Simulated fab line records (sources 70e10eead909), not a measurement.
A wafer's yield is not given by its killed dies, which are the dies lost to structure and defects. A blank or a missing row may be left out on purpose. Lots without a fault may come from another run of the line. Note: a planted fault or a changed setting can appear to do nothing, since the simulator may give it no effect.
Which of the tools did it? | flow nand_harc | 6 lots with 18 wafers sampled at 2 steps, on a route of 1159 steps

== WHAT EACH GAUGE READ, for each wafer ==
NHARC_HYBRID_BOND_OVL_MEAS_05.
lot  | measured     | on         | overlay_x_nm (nm)
L635 | day 19 09:14 | overlay-02 | -22 -45 -14
L634 | day 20 01:04 | overlay-02 | -12 -33 -82
L637 | day 19 17:37 | overlay-01 | -34 -11 -13
L640 | day 21 00:17 | overlay-01 | 32 -6 -10
L642 | day 21 00:17 | overlay-02 | -14 10 -90
L653 | day 24 13:50 | overlay-01 | -38 51 48

== TOOL THAT RAN EACH LOT (tool first, then ch and the chambers of the sampled wafers, then the start) ==
lot  | NHARC_A_STAIRCASE_DEP_151
L635 | pecvd-02 ch 0,1, day 13 14:03
L634 | pecvd-01 ch 0,1,2, day 13 18:33
L637 | pecvd-01 ch 0,1,2, day 13 23:05
L640 | pecvd-01 ch 0,1,2, day 15 07:53
L642 | pecvd-02 ch 0,1,2, day 15 13:26
L653 | pecvd-01 ch 0,1, day 18 07:36
- NHARC_A_STAIRCASE_DEP_151: deposits SiO2, target thk 3800 nm.

== THE ANSWER, worked out from the rows above alone ==
Rule: usual is defined by the lots themselves. Put in order of their means at a reading, lots are off if they are a third of the lots or fewer, leave a main group of 4 or more, and stand apart from it by a gap of 3 or more times the standard deviation of the main group's means; of several such gaps the widest counts. Not used: any main group whose means are identical at the precision the tables above print for the reading. Also off: a lot with no number at a reading for which 4 or more lots have one. The other lots that the step has rows for count as sound.
Nothing can be told from this: no lot is off at any reading shown.

== WHAT THE SIMULATOR HAD PUT IN ==
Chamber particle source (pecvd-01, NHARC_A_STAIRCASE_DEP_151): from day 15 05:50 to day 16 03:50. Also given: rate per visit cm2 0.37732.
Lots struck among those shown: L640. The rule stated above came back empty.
